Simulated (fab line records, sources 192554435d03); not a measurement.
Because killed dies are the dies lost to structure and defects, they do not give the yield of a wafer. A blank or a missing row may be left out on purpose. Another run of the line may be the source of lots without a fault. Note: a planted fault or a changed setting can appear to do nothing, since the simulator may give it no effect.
Which of the tools did it? | flow n5-finfet | 9 lots, 27 wafers sampled, at 6 steps of a route of 1938

== WHAT THE GAUGES SHOWED, per wafer ==
N5_BEOL_M4_RC_MEAS_101. Usual: DIBL_N 35.9 mV/V, standard deviation 1.3; DIBL_P 35.9 mV/V, standard deviation 1.6; IOFF_N 0.156 nA/um, standard deviation 0.022; IOFF_P 0.205 nA/um, standard deviation 0.023; ION_N 675 uA/um, standard deviation 9; ION_P 463 uA/um, standard deviation 5.6; SS_N 71.4 mV/dec, standard deviation 0.57; SS_P 73.1 mV/dec, standard deviation 0.52; VT_N 249.7 mV, standard deviation 2.8; VT_P -250.2 mV, standard deviation 2.5.
lot  | measured     | on        | DIBL_N (mV/V)  | DIBL_P (mV/V)  | IOFF_N (nA/um)    | IOFF_P (nA/um)    | ION_N (uA/um) | ION_P (uA/um) | SS_N (mV/dec)  | SS_P (mV/dec)  | VT_N (mV)         | VT_P (mV)            | flag
L728 | day 8 04:08  | prober-02 | 35.6 35.5 35.9 | 34.2 34.0 33.5 | 0.159 0.150 0.156 | 0.222 0.217 0.207 | 675 666 667   | 464 461 457   | 71.5 72.1 71.5 | 73.0 72.8 72.6 | 246.2 250.6 248.4 | -248.6 -248.1 -250.1 |
L733 | day 9 07:47  | prober-02 | 35.1 32.9 33.3 | 35.5 32.3 33.4 | 0.141 0.109 0.113 | 0.200 0.162 0.169 | 668 660 665   | 464 461 465   | 71.0 70.1 71.1 | 73.1 71.7 72.5 | 250.5 255.8 254.9 | -250.8 -251.4 -250.0 |
L739 | day 10 16:58 | prober-02 | 36.5 33.9 35.3 | 36.7 34.2 34.9 | 0.175 0.130 0.142 | 0.234 0.192 0.204 | 696 676 682   | 470 469 468   | 71.0 71.2 71.3 | 74.0 73.2 73.2 | 247.7 251.0 249.8 | -250.7 -249.3 -249.6 |
L740 | day 10 19:54 | prober-02 | 37.2 36.3 36.0 | 36.7 35.5 35.5 | 0.181 0.157 0.153 | 0.257 0.219 0.230 | 677 664 669   | 469 464 474   | 72.4 72.0 71.7 | 73.4 72.3 73.2 | 246.8 250.5 252.2 | -245.6 -248.8 -247.1 |
L741 | day 11 16:08 | prober-02 | 35.0 35.4 34.6 | 34.1 34.7 34.4 | 0.152 0.160 0.155 | 0.185 0.192 0.186 | 682 683 685   | 461 458 465   | 71.5 71.3 71.3 | 72.6 72.6 72.8 | 249.4 248.1 248.4 | -250.4 -252.3 -250.2 |
L746 | day 13 05:36 | prober-01 | 35.7 35.8 34.8 | 37.2 37.6 36.8 | 0.150 0.152 0.139 | 0.185 0.198 0.183 | 666 665 665   | 457 459 456   | 71.5 71.9 71.7 | 72.9 73.2 72.6 | 252.0 249.6 252.1 | -253.1 -253.4 -254.4 |
L750 | day 13 10:26 | prober-02 | 38.9 38.1 37.4 | 38.9 36.9 36.3 | 0.200 0.182 0.172 | 0.240 0.209 0.203 | 683 680 680   | 463 460 462   | 71.4 71.7 71.7 | 74.7 73.5 73.1 | 246.9 248.8 250.2 | -249.0 -250.7 -252.5 |
L747 | day 13 14:47 | prober-01 | 34.5 35.3 32.4 | 35.4 36.1 33.1 | 0.140 0.154 0.116 | 0.186 0.202 0.156 | 673 676 664   | 460 459 457   | 71.1 72.1 70.8 | 72.7 72.4 72.0 | 249.2 250.1 254.7 | -253.0 -250.4 -251.6 |
L749 | day 14 02:27 | prober-01 | 34.8 35.9 35.1 | 33.5 35.1 33.4 | 0.121 0.141 0.122 | 0.176 0.204 0.179 | 667 671 669   | 466 468 464   | 71.0 71.4 70.9 | 72.4 73.3 73.0 | 252.6 251.9 252.8 | -252.6 -248.8 -248.2 |

N5_BEOL_M7_OCD_MEAS_38. Usual: trench-depth-nm 93.2 nm, standard deviation 1.3.
lot  | measured     | on     | trench-depth-nm (nm) | flag
L728 | day 9 05:29  | ocd-02 | 95.0 92.1 95.1       |
L733 | day 10 09:39 | ocd-01 | 94.4 91.5 90.7       |
L739 | day 11 20:16 | ocd-01 | - - -                | OFF
L740 | day 11 19:37 | ocd-01 | - - -                | OFF
L741 | day 12 15:14 | ocd-02 | - - -                | OFF
L746 | day 14 13:05 | ocd-01 | 93.0 94.1 94.9       |
L750 | day 14 13:29 | ocd-01 | 92.9 91.9 92.0       |
L747 | day 14 18:43 | ocd-01 | 91.3 94.4 92.4       |
L749 | day 15 03:33 | ocd-01 | 93.5 90.8 91.9       |

== WHICH TOOL RAN EACH LOT (tool, then ch and the chambers of the sampled wafers, then the start) ==
lot  | N5_BEOL_M6_DEGAS_44          | N5_BEOL_M7_ILD_DEP_00           | N5_BEOL_M7_CURE_74            | N5_BEOL_M7_PECVD_70
L728 | pvd-sputter-01, day 8 21:24  | pecvd-04 ch 0,1, day 8 23:45    | uv-cure-03 ch 1, day 8 23:50  | pecvd-02 ch 0,1,2, day 9 00:23
L733 | pvd-sputter-02, day 10 02:25 | pecvd-03 ch 0,1, day 10 04:26   | uv-cure-01 ch 0, day 10 04:31 | pecvd-04 ch 0, day 10 05:04
L739 | pvd-sputter-01, day 11 12:46 | pecvd-03 ch 0,1,2, day 11 15:10 | uv-cure-01 ch 1, day 11 15:14 | pecvd-02 ch 0,2, day 11 15:47
L740 | pvd-sputter-03, day 11 13:09 | pecvd-04 ch 0,1,2, day 11 15:29 | uv-cure-03 ch 0, day 11 15:33 | pecvd-04 ch 0,1,2, day 11 16:35
L741 | pvd-sputter-02, day 12 08:15 | pecvd-04 ch 1,2, day 12 11:20   | uv-cure-03 ch 1, day 12 11:23 | pecvd-04 ch 1,2, day 12 11:56
L746 | pvd-sputter-03, day 14 04:14 | pecvd-04 ch 1,2, day 14 05:56   | uv-cure-02 ch 0, day 14 06:10 | pecvd-03 ch 0,1, day 14 06:33
L750 | pvd-sputter-01, day 14 04:46 | pecvd-04 ch 0,1,2, day 14 06:46 | uv-cure-01 ch 2, day 14 06:54 | pecvd-02 ch 1,2, day 14 07:22
L747 | pvd-sputter-01, day 14 11:30 | pecvd-03 ch 1,2, day 14 13:32   | uv-cure-03 ch 2, day 14 13:36 | pecvd-03 ch 0,1, day 14 14:09
L749 | pvd-sputter-01, day 14 19:06 | pecvd-03 ch 1,2, day 14 20:46   | uv-cure-01 ch 1, day 14 21:00 | pecvd-04 ch 0,1, day 14 21:23
- N5_BEOL_M6_DEGAS_44: time 60 s.
- N5_BEOL_M7_ILD_DEP_00: deposits SiCOH lowk from DEMS/porogen, target thk 179.75 nm, time 33.4 s.
- N5_BEOL_M7_CURE_74: cures SiCOH lowk, time 240 s.
- N5_BEOL_M7_PECVD_70: deposits SiO2 from TEOS/O2, target thk 20 nm, time 22.7 s.

== AS READ BY THE TOOLS THEMSELVES (means over the sampled wafers that have a number; for cases with no such wafer, the mark the record gives instead) ==
N5_BEOL_M6_DEGAS_44. Usual: heater-power-w 352 W, standard deviation 30.
lot  | tool           | heater-power-w (W) | flag
L728 | pvd-sputter-01 | 347                |
L733 | pvd-sputter-02 | 371                |
L739 | pvd-sputter-01 | 336                |
L740 | pvd-sputter-03 | 344                |
L741 | pvd-sputter-02 | 353                |
L746 | pvd-sputter-03 | 354                |
L750 | pvd-sputter-01 | 345                |
L747 | pvd-sputter-01 | 345                |
L749 | pvd-sputter-01 | 345                |

N5_BEOL_M7_ILD_DEP_00. Usual: chamber-pressure-Torr 4.999 Torr, standard deviation 0.01; heater-power-outer-w 130 W, standard deviation 23; heater-power-w 289 W, standard deviation 30; showerhead-plenum-p-Torr 5.737 Torr, standard deviation 0.014; showerhead-vpp-V 1369 V, standard deviation 41; throttle-valve-pct 14.1 %, standard deviation 0.93.
lot  | tool     | chamber-pressure-Torr (Torr) | heater-power-outer-w (W) | heater-power-w (W) | showerhead-plenum-p-Torr (Torr) | showerhead-vpp-V (V) | throttle-valve-pct (%) | flag
L728 | pecvd-04 | 4.992                        | 138                      | 307                | 5.739                           | 1427                 | 14.9                   |
L733 | pecvd-03 | 4.999                        | 135                      | 296                | 5.750                           | 1409                 | 13.5                   |
L739 | pecvd-03 | -                            | -                        | -                  | -                               | -                    | -                      | OFF
L740 | pecvd-04 | -                            | -                        | -                  | -                               | -                    | -                      | OFF
L741 | pecvd-04 | -                            | -                        | -                  | -                               | -                    | -                      | OFF
L746 | pecvd-04 | 5.001                        | 153                      | 308                | 5.732                           | 1400                 | 14.0                   |
L750 | pecvd-04 | 5.004                        | 139                      | 297                | 5.741                           | 1378                 | 14.1                   |
L747 | pecvd-03 | 5.009                        | 144                      | 298                | 5.723                           | 1361                 | 12.7                   |
L749 | pecvd-03 | 5.007                        | 157                      | 315                | 5.732                           | 1377                 | 13.2                   |

N5_BEOL_M7_CURE_74. Usual: lamp-power-pct 52.31 %, standard deviation 0.056; wafer_temp_C_max 386.8, standard deviation 0.53.
lot  | tool       | lamp-power-pct (%) | wafer_temp_C_max | flag
L728 | uv-cure-03 | 52.31              | 386.1            |
L733 | uv-cure-01 | 52.32              | 386.7            |
L739 | uv-cure-01 | 52.28              | 386.9            |
L740 | uv-cure-03 | 52.34              | 387.5            |
L741 | uv-cure-03 | 52.30              | 385.9            |
L746 | uv-cure-02 | 52.34              | 386.8            |
L750 | uv-cure-01 | 52.32              | 386.6            |
L747 | uv-cure-03 | 52.26              | 387.1            |
L749 | uv-cure-01 | 52.31              | 387.3            |

N5_BEOL_M7_PECVD_70. Usual: heater-power-w 665 W, standard deviation 67; showerhead-plenum-p-Torr 8.77 Torr, standard deviation 0.054; showerhead-vpp-V 1299 V, standard deviation 43; throttle-valve-pct 22.9 %, standard deviation 1.5.
lot  | tool     | heater-power-w (W) | showerhead-plenum-p-Torr (Torr) | showerhead-vpp-V (V) | throttle-valve-pct (%) | flag
L728 | pecvd-02 | 622                | 8.75                            | 1260                 | 23.7                   |
L733 | pecvd-04 | 538                | 8.82                            | 1302                 | 23.7                   |
L739 | pecvd-02 | 632                | 8.71                            | 1292                 | 23.0                   |
L740 | pecvd-04 | 678                | 8.79                            | 1309                 | 23.0                   |
L741 | pecvd-04 | 748                | 8.77                            | 1334                 | 22.9                   |
L746 | pecvd-03 | 725                | 8.81                            | 1316                 | 21.9                   |
L750 | pecvd-02 | 617                | 8.75                            | 1286                 | 23.8                   |
L747 | pecvd-03 | 740                | 8.79                            | 1323                 | 21.9                   |
L749 | pecvd-04 | 650                | 8.80                            | 1326                 | 23.9                   |

== THE ANSWER, worked out from the rows above alone ==
Rule: take the mean of a lot's wafers that have a number; if it is more than 3 standard deviations from the usual mean, the lot is off. A lot without any number at a reading at which 4 lots or more have one is off too. Where the step has rows for the other lots, those lots are counted as sound. The gauges are gone through in route order, then the tools' own readings, and for those a lot's mean is taken as printed above. The first step at which some lot is off is used, and at that step the reading that is off furthest; a lot without a number counts as furthest.
Off: L739, L740, L741, at N5_BEOL_M7_OCD_MEAS_38 (trench-depth-nm). Without a number there: L739, L740, L741.
A tool fits if, at a process step before that reading, it ran every lot that is off, and no sound lot after the first of them. Not tried: the gauges at N5_BEOL_M7_OCD_MEAS_38; whatever is off there is also off at N5_BEOL_M7_ILD_DEP_00, on other tools, and gauge error can't account for it. Not one of the candidates tried fits.

== WHAT THE SIMULATOR HAD PUT IN ==
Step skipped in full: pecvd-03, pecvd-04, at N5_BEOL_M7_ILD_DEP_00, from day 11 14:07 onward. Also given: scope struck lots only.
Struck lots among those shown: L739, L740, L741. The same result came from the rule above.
